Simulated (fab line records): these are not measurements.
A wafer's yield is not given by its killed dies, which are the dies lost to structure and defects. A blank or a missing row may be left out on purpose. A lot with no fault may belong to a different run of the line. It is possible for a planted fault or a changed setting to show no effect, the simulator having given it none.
Chamber matching	flow nandHarc	NHARC_A_M0_CMP_23 on cmp-03: 4 sister chambers
The step polishes, t overpolish 20 s, target thk 113.75 nm. 14 wafers are shown with their chamber, then 7 later ones without.

## WAFERS PAIRED WITH THEIR CHAMBERS
wafer	chamber	motorCurrentA (A)	timeToEndpointS (s)	retainingRingPressureFrac
L769.2	2	14.5	28.5	1.004
L769.3	3	10.2	32.8	0.997
L769.4	0	12.3	32.1	1.004
L771.1	2	14.9	29.2	0.995
L771.3	0	13.2	30.9	0.994
L771.6	3	10.6	31.1	1.000
L773.2	1	12.4	28.9	0.996
L773.5	3	10.5	30.7	0.992
L773.6	2	15.6	26.6	0.996
L778.3	0	13.8	31.1	1.001
L778.4	1	12.8	27.9	1.003
L778.5	2	14.7	27.9	0.997
L780.2	0	13.0	36.5	0.996
L780.3	1	12.5	29.7	0.998

SIGNATURES (means of the wafers above)
reading	chamber 0	chamber 1	chamber 2	chamber 3	scatter within a chamber
motorCurrentA	13.075	12.567	14.925	10.433	0.448
timeToEndpointS	32.650	28.833	28.050	31.533	1.68
retainingRingPressureFrac	0.99875	0.99900	0.99800	0.99633	0.00414
Rule: for each reading, subtract the chamber's mean from the wafer's reading, divide by that reading's scatter and square the result; add these up over the readings and take the root, which gives the wafer's distance from the chamber. The wafer belongs to the nearest chamber; if the next one is less than 2 further off, it can't be placed. The scatter: the root of (the sum of the squares of (reading less its chamber's mean) over the shown wafers, divided by (wafers less chambers)).

## WAFERS MISSING THEIR CHAMBER
wafer	motorCurrentA (A)	timeToEndpointS (s)	retainingRingPressureFrac
L780.4	9.5	34.2	0.997
L787.1	13.1	28.9	0.996
L787.2	9.9	30.5	0.993
L787.5	13.0	33.0	1.001
L789.1	14.6	27.1	0.998
L789.3	12.5	29.9	0.995
L789.5	12.8	26.5	1.006

## CHAMBER TAKEN BY EACH
wafer	from the rows above	in truth
L780.4	3	3
L787.1	can't be placed: 1 or 0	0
L787.2	3	3
L787.5	0	0
L789.1	2	2
L789.3	can't be placed: 1 or 0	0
L789.5	can't be placed: 1 or 0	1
4 of 7 placed correctly. Not placeable from these rows: 3 (in 3, the candidates include the true chamber). Wrongly placed: 0.
